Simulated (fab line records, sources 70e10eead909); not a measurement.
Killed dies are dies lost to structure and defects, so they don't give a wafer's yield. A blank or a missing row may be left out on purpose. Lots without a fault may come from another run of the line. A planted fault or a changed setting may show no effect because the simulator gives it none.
Chamber matching | flow nand_harc | NHARC_A_CHANNEL_FILL_D1_CMP_10 on cmp-04: 4 sister chambers
The step polishes, target thk 150 nm. 4 wafers are shown with their chamber, then 11 later ones without.

WAFERS WITH THEIR CHAMBER
wafer  | chamber | motor_current_A (A)
L088.3 | 3       | 12.8
L089.4 | 0       | 12.5
L089.5 | 1       | 11.3
L092.1 | 2       | 11.7

WAFERS WITHOUT THEIR CHAMBER
wafer  | motor_current_A (A)
L092.4 | 12.3
L092.5 | 12.0
L093.2 | 12.4
L093.4 | 11.3
L093.6 | 11.9
L094.1 | 11.3
L094.2 | 12.5
L094.5 | 11.6
L094.3 | 11.2
L094.4 | 13.3
L094.6 | 11.8

WHICH CHAMBER EACH WENT THROUGH
wafer  | from the rows above          | in truth
L092.4 | can't be placed: 0 or 3 or 2 | 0
L092.5 | can't be placed: 2 or 0 or 1 | 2
L093.2 | can't be placed: 0 or 3      | 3
L093.4 | can't be placed: 1 or 2      | 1
L093.6 | can't be placed: 2 or 0 or 1 | 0
L094.1 | can't be placed: 1 or 2      | 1
L094.2 | can't be placed: 0 or 3      | 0
L094.5 | can't be placed: 2 or 1      | 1
L094.3 | can't be placed: 1 or 2      | 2
L094.4 | can't be placed: 3 or 0      | 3
L094.6 | can't be placed: 2 or 1      | 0
Placed correctly: 0 of 11. Can't be placed from these rows: 11 (the true chamber is among the candidates in 10). Placed wrongly: 0.
How it was worked out, from the rows above alone: a wafer's distance from a chamber is the root of the sum, over the readings, of the square of ((its reading less the chamber's mean) divided by the reading's scatter). The wafer belongs to the nearest chamber; if the next one is less than 2 further off, it can't be placed. A chamber's mean is the mean of its shown wafers. The scatter: with one shown wafer a chamber, the root of the mean of the squares of how far each hidden wafer lies from its nearest shown one.
